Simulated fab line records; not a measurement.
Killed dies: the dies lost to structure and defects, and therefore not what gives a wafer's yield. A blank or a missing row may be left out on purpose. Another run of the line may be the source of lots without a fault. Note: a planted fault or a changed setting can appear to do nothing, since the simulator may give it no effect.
fab line records	flow n5-finfet	part 2 of 2: steps 5 to 6 of 6
record: lots: 24	wafers: 72	last-day: 17
route steps=1938 shown HKMG_FIN@398
lots that met no fault: taken from a fault-free run of the same line
start-h: the number of hours between the record's first day and the start of the first shown wafer of the lot	wait-h: hours since the lot's step before	" repeats the value in the row above	L1.1+2: a single row standing in for several wafers	- value missing, or start not given	* or withheld: withheld	< > ~ a bound
route shown NAME@n: names a module that has steps shown in the file, with the first one's number in the route	usual: the fault-free wafers' mean and standard deviation	same: alike in all rows	chamber/n: place in a boat	sites: the reading at each site	_std_site: standard deviation across them	_edge_site: mean of outer sites minus mean of inner sites	radius-mm: for every site, how far away it sits from the centre of the wafer	mask NAME#n: copy n	behind: the tool/chamber that last shaped the wafer	hold: why the lot went on hold/how many hours it stayed there/how the hold came to an end	device: the n, p or np transistor that did not switch	end of line: tests run on the same wafers once the route is complete	a step with no rows: only its recipe	killed: count of dies lost to structure and defects at first sort (not the wafer's yield)	map: a wafer's dies, marking killed ones x, the rest . and places with no die _
set.NAME: setting as actually run; set.NAME@STEP: the setting as run at that earlier step	model.NAME: the simulator's own value behind a step, which no gauge read
a sample of lots followed through the steps of the route, with each step as a table and each wafer as a row
services: the hour from which a tool's chamber was out of use, counted from the record's first day as start-h (under 0 if before that day), plus the number of hours and why
== steps ==
step: N5_HKMG_FIN_STRIP_88
recipe: chemistry: N2/H2	power-w: 2500	temp-c: 300	h2-frac: 0.65	time-s: 360	pressure-mtorr: withheld	n2-flow-sccm: 1750	h2-flow-sccm: 3250
usual: drypump-motor-current-A: 5.7/0.58	heater-power-w: 455/30	n2-flow-sccm: 1749/5.1
lot.wafer	tool	chamber	start-h	wait-h	drypump-motor-current-A	heater-power-w	n2-flow-sccm	rf-hours-counter-h
L074.1	plasma-asher-01	1	78.36	0.0	4.7	442	1756	86
L074.2	"	0	"	"	5.7	471	1752	86
L074.3	"	0	"	"	5.7	440	1758	-
L075.1	plasma-asher-01	1	83.12	0.0	4.7	432	1756	87
L075.2	"	0	"	"	5.7	455	1739	87
L075.4	"	0	"	"	5.7	448	1750	-
L076.1	plasma-asher-02	1	93.47	0.0	5.5	489	1753	38
L076.2	"	0	"	"	6.4	415	1748	38
L076.4	"	0	"	"	6.4	423	1751	-
L077.1	plasma-asher-01	1	98.01	0.0	4.7	446	1756	90
L077.5	"	0	"	"	5.7	455	1744	-
L077.6	"	1	"	"	4.7	442	1750	-
L078.1	plasma-asher-02	0	105.07	0.0	6.4	416	1749	40
L078.2	"	1	"	"	5.5	502	1753	40
L078.3	"	0	"	"	6.4	429	1757	-
L079.1	plasma-asher-02	1	115.50	0.0	5.5	497	1746	42
L079.2	"	0	"	"	6.4	441	1754	42
L079.3	"	0	"	"	6.4	418	1749	-
L080.2	plasma-asher-01	1	116.71	0.0	4.7	442	1749	93
L080.5	"	1	"	"	4.7	440	1739	-
L080.6	"	0	"	"	5.7	458	1749	-
L081.1	plasma-asher-02	0	123.10	0.0	6.4	421	1755	45
L081.2	"	1	"	"	5.5	501	1750	45
L081.6	"	1	"	"	5.5	492	1755	-
L082.2	plasma-asher-01	1	127.88	0.0	4.7	437	1747	95
L082.5	"	0	"	"	5.7	463	1743	-
L082.6	"	1	"	"	4.7	443	1755	-
L083.1	plasma-asher-01	0	133.76	0.0	5.7	444	1749	97
L083.3	"	0	"	"	5.7	445	1746	-
L083.5	"	0	"	"	5.7	461	1748	-
L084.1	plasma-asher-02	0	141.34	0.0	6.4	424	1751	47
L084.3	"	1	"	"	5.5	497	1743	-
L084.6	"	1	"	"	5.5	491	1743	-
L086.2	plasma-asher-02	1	153.55	0.2	5.5	503	1756	50
L086.5	"	1	"	"	5.5	495	1745	-
L086.6	"	0	"	"	6.4	427	1752	-
L085.3	plasma-asher-02	0	154.15	0.2	6.4	417	1751	-
L085.4	"	1	"	"	5.5	502	1747	-
L085.5	"	1	"	"	5.5	497	1743	-
L087.3	plasma-asher-02	0	156.29	0.2	6.4	430	1757	-
L087.5	"	0	"	"	6.4	423	1756	-
L087.6	"	1	"	"	5.5	501	1752	-
L088.1	plasma-asher-02	1	164.06	0.0	5.5	483	1746	55
L088.3	"	0	"	"	6.4	434	1749	-
L088.4	"	1	"	"	5.5	483	1748	-
L089.1	plasma-asher-02	1	169.81	0.0	5.5	479	1746	56
L089.3	"	1	"	"	5.6	485	1752	-
L089.6	"	1	"	"	5.5	504	1750	-
L091.1	plasma-asher-01	0	178.91	0.0	5.8	455	1756	104
L091.5	"	1	"	"	4.7	448	1752	-
L091.6	"	0	"	"	5.7	446	1750	-
L090.1	plasma-asher-01	0	179.41	0.0	5.7	457	1743	104
L090.3	"	1	"	"	4.7	442	1748	-
L090.5	"	0	"	"	5.7	451	1746	-
L092.1	plasma-asher-02	1	188.84	0.0	5.5	492	1758	60
L092.2	"	0	"	"	6.4	426	1748	60
L092.3	"	0	"	"	6.4	416	1755	-
L093.1	plasma-asher-02	0	192.00	0.0	6.4	425	1753	60
L093.2	"	1	"	"	5.5	493	1747	60
L093.4	"	1	"	"	5.5	490	1752	-
L094.2	plasma-asher-02	1	195.78	0.0	5.5	498	1753	61
L094.4	"	1	"	"	5.5	487	1749	-
L094.6	"	0	"	"	6.4	430	1747	-
L095.1	plasma-asher-02	0	202.22	0.0	6.4	432	1739	63
L095.4	"	0	"	"	6.4	418	1748	-
L095.6	"	0	"	"	6.4	423	1743	-
L096.2	plasma-asher-02	0	211.91	0.0	6.4	412	1745	65
L096.4	"	0	"	"	6.4	414	1745	-
L096.6	"	0	"	"	6.4	416	1738	-
L097.3	plasma-asher-02	0	215.86	0.1	6.4	424	1753	-
L097.4	"	1	"	"	5.5	490	1748	-
L097.5	"	0	"	"	6.4	426	1754	-
step: N5_HKMG_FIN_STRIP_90
recipe: chemistry: N2/H2	material: SOC	time-s: 20	power-w: 500	temp-c: 40	pressure-mtorr: 50	rf-frequency-hz: 6e+07	bias-power-w: 8	h2-frac: 0.5	n2-flow-sccm: 300	h2-flow-sccm: 300
usual: drypump-motor-current-A: 5.7/0.48	n2-flow-sccm: 299.7/0.83	oes-product-au: 0.79/0.11	rf-vpp-V: 54.2/0.86	showerhead-plenum-p-Torr: 3.36/0.1	throttle-valve-pct: 19.08/0.3
lot.wafer	tool	chamber	start-h	wait-h	drypump-motor-current-A	n2-flow-sccm	oes-product-au	rf-hours-counter-h	rf-vpp-V	showerhead-plenum-p-Torr	throttle-valve-pct
L074.1	rie-diel-04	0	79.25	0.0	5.6	299.7	0.72	203	54.1	3.34	19.38
L074.2	"	3	"	"	5.6	298.8	0.78	149	54.8	3.22	18.81
L074.3	"	1	"	"	5.6	300.3	0.73	177	55.2	3.35	19.44
L075.1	rie-diel-06	1	84.00	0.0	5.3	298.5	0.72	197	54.5	3.33	19.00
L075.2	"	2	"	"	5.4	300.8	0.71	227	54.3	3.32	18.99
L075.4	"	0	"	"	5.5	299.8	0.78	109	56.0	3.52	18.99
L076.1	rie-diel-04	0	94.46	0.0	5.6	299.7	0.73	208	53.7	3.34	19.39
L076.2	"	2	"	"	6.5	299.6	0.69	235	53.6	3.19	19.54
L076.4	"	1	"	"	5.6	298.0	0.72	182	55.0	3.35	19.45
L077.1	rie-diel-04	1	98.90	0.0	5.6	299.0	0.71	183	52.3	3.34	19.45
L077.5	"	0	"	"	5.6	300.0	0.72	-	53.3	3.33	19.39
L077.6	"	1	"	"	5.6	298.8	0.72	-	53.9	3.34	19.47
L078.1	rie-diel-06	3	105.95	0.0	6.8	299.9	0.77	145	54.3	3.50	18.63
L078.2	"	1	"	"	5.4	299.5	0.71	202	53.5	3.33	19.00
L078.3	"	0	"	"	5.5	298.9	0.78	116	55.2	3.51	19.00
L079.1	rie-diel-04	0	116.38	0.0	5.6	298.7	0.71	217	54.2	3.33	19.42
L079.2	"	1	"	"	5.6	299.3	0.72	190	53.7	3.34	19.47
L079.3	"	2	"	"	6.6	300.8	0.70	242	52.5	3.19	19.53
L080.2	rie-diel-01	3	117.62	0.0	5.8	300.1	0.97	8	55.4	3.45	18.68
L080.5	"	0	"	"	5.4	299.3	0.68	-	56.1	3.46	19.56
L080.6	"	3	"	"	5.8	300.1	0.96	-	52.9	3.45	18.69
L081.1	rie-diel-01	0	123.98	0.0	5.4	299.6	0.68	249	54.2	3.46	19.57
L081.2	"	3	"	"	5.8	298.5	0.95	11	54.2	3.44	18.69
L081.6	"	0	"	"	5.4	301.0	0.68	-	54.7	3.46	19.58
L082.2	rie-diel-06	0	128.77	0.0	5.5	299.4	0.77	122	55.2	3.51	19.02
L082.5	"	3	"	"	6.8	298.7	0.77	-	55.3	3.49	18.66
L082.6	"	2	"	"	5.4	299.9	0.70	-	53.9	3.31	19.00
L083.1	rie-diel-04	2	134.95	0.0	6.5	299.2	0.68	250	53.7	3.18	19.56
L083.3	"	3	"	"	5.6	299.3	0.76	171	53.4	3.21	18.84
L083.5	"	1	"	"	5.6	299.6	0.70	-	54.4	3.34	19.48
L084.1	rie-diel-06	0	142.22	0.0	5.5	300.2	0.77	127	54.2	3.51	19.01
L084.3	"	3	"	"	6.8	300.6	0.75	158	54.2	3.49	18.67
L084.6	"	1	"	"	5.4	299.2	0.70	-	53.4	3.32	19.03
L086.2	rie-diel-04	0	154.43	0.0	5.6	299.9	0.70	232	54.1	3.32	19.43
L086.5	"	3	"	"	5.7	298.3	0.75	-	52.5	3.21	18.86
L086.6	"	0	"	"	5.6	299.1	0.69	-	54.7	3.32	19.44
L085.3	rie-diel-01	3	155.02	0.0	5.8	300.7	0.91	25	55.3	3.44	18.74
L085.4	"	2	"	"	5.5	300.2	0.73	167	54.1	3.35	18.99
L085.5	"	1	"	"	4.9	299.9	0.94	-	54.7	3.30	18.79
L087.3	rie-diel-01	0	157.07	0.0	5.4	301.0	0.99	3	55.0	3.45	19.17
L087.5	"	2	"	"	5.5	300.0	0.73	-	54.5	3.35	18.98
L087.6	"	1	"	"	4.9	298.5	0.93	-	54.3	3.30	18.79
L088.1	rie-diel-01	2	165.07	0.0	5.5	300.6	0.73	172	53.6	3.35	18.98
L088.3	"	3	"	"	5.8	299.9	0.91	27	54.3	3.44	18.73
L088.4	"	0	"	"	5.4	299.3	0.98	6	54.7	3.45	19.18
L089.1	rie-diel-06	0	170.69	0.0	5.5	299.1	0.76	138	54.4	3.50	19.03
L089.3	"	1	"	"	5.4	300.1	0.69	227	54.5	3.32	19.04
L089.6	"	2	"	"	5.4	299.7	0.98	-	54.1	3.31	18.60
L091.1	rie-diel-01	2	179.79	0.0	5.5	300.0	0.72	178	54.7	3.34	19.02
L091.5	"	1	"	"	4.9	299.0	0.91	-	55.6	3.29	18.79
L091.6	"	0	"	"	5.4	298.1	0.95	-	54.4	3.45	19.19
L090.1	rie-diel-04	1	180.29	0.0	5.6	300.1	0.69	215	55.6	3.33	19.50
L090.3	"	3	"	"	5.6	299.6	0.74	188	55.4	3.20	18.88
L090.5	"	2	"	"	6.5	299.4	0.96	-	55.4	3.58	19.17
L092.1	rie-diel-01	2	189.90	0.0	5.5	301.0	0.72	181	53.9	3.34	19.01
L092.2	"	3	"	"	5.8	300.0	0.91	36	53.5	3.43	18.73
L092.3	"	0	"	"	5.4	299.4	0.95	14	53.8	3.45	19.18
L093.1	rie-diel-04	0	192.88	0.0	5.6	299.7	0.69	246	54.2	3.32	19.44
L093.2	"	2	"	"	6.5	300.3	0.94	14	53.4	3.58	19.17
L093.4	"	3	"	"	5.6	299.9	0.74	-	53.5	3.20	18.89
L094.2	rie-diel-01	0	196.66	0.0	5.4	299.4	0.93	17	52.8	3.45	19.21
L094.4	"	1	"	"	4.8	298.8	0.90	30	54.0	3.29	18.81
L094.6	"	3	"	"	5.8	300.1	0.90	-	53.8	3.43	18.74
L095.1	rie-diel-04	2	203.10	0.0	6.5	300.1	0.93	18	53.9	3.58	19.16
L095.4	"	3	"	"	5.7	299.4	0.74	197	53.0	3.20	18.90
L095.6	"	0	"	"	5.6	299.4	0.69	-	55.4	3.31	19.45
L096.2	rie-diel-04	2	212.81	0.0	6.5	301.1	0.92	22	54.1	3.58	19.18
L096.4	"	3	"	"	5.6	298.2	0.73	-	53.6	3.19	18.90
L096.6	"	1	"	"	5.6	301.0	0.69	-	53.9	3.32	19.52
L097.3	rie-diel-01	2	216.62	0.0	5.5	298.5	0.72	191	54.0	3.34	19.02
L097.4	"	3	"	"	5.8	299.5	0.87	46	53.0	3.43	18.76
L097.5	"	1	"	"	4.8	298.3	0.88	-	53.4	3.29	18.84
== services ==
tool	chamber	start-h	hours	kind
rie-diel-04	1	57.67	9.6	repair
ald-metal-04	-	58.51	2.8	pm
ald-metal-01	-	61.99	2.2	repair
ald-metal-01	0	65.34	23.6	repair
ald-metal-03	0	76.63	25.9	repair
rie-diel-01	1	86.89	2.2	repair
rie-diel-06	3	95.74	5.3	repair
rie-diel-06	1	102.17	2.4	repair
rie-diel-01	-	104.58	0.5	repair
rie-diel-06	0	118.56	6.0	repair
ald-metal-01	0	125.60	34.5	repair
ald-metal-03	1	132.93	3.8	repair
rie-diel-04	2	135.03	-	clean
rie-diel-04	2	135.03	-	consumable-replace:focus-ring
rie-diel-04	2	135.03	-	consumable-replace:showerhead
rie-diel-04	2	135.03	19.1	scheduled-down
rie-diel-04	2	135.03	19.1	vent-cycle
plasma-asher-01	-	151.40	9.6	repair
ald-metal-01	3	157.51	3.4	repair
ald-metal-04	2	180.37	35.2	repair
ald-metal-01	3	188.50	7.2	repair
rie-diel-04	0	204.28	-	clean
rie-diel-04	0	204.28	-	consumable-replace:focus-ring
rie-diel-04	0	204.28	17.3	scheduled-down
